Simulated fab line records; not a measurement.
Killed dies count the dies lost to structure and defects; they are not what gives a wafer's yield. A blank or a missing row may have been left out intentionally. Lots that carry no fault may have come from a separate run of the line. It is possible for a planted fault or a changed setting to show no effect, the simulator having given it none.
Chamber matching	flow n5Finfet	rieDiel-01 running N5_SDB_ETCH_17: 4 sister chambers
The step etches SiARC in CF4, target depth 23.4 nm, time 39 s. 4 wafers are shown with their chamber, then 6 later ones without.

== WAFERS, EACH WITH ITS CHAMBER ==
wafer	chamber	showerheadPlenumPTorr (Torr)
L908.6	0	2.27
L923.3	3	2.13
L923.5	2	2.13
L923.6	1	2.12

== WAFERS WITHOUT THEIR CHAMBER ==
wafer	showerheadPlenumPTorr (Torr)
L925.1	2.26
L925.3	2.13
L925.4	2.12
L926.1	2.12
L926.3	2.13
L926.6	2.26

== THE CHAMBER EACH PASSED THROUGH ==
wafer	from the rows above	in truth
L925.1	0	0
L925.3	can't be placed: 2 or 3 or 1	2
L925.4	can't be placed: 1 or 2 or 3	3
L926.1	can't be placed: 1 or 2 or 3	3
L926.3	can't be placed: 2 or 3 or 1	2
L926.6	0	0
Placed correctly: 2 of 6. These rows do not allow placing 4 (true chamber among the candidates in 4). Wrongly placed: 0.
How it was worked out, from the rows above alone: a wafer's distance from a chamber is the root of the sum, over the readings, of the square of ((its reading less the chamber's mean) divided by the reading's scatter). The wafer belongs to the nearest chamber; if the next one is less than 2 further off, it can't be placed. A chamber's mean is the mean of its shown wafers. The scatter: with one shown wafer a chamber, the root of the mean of the squares of how far each hidden wafer lies from its nearest shown one.
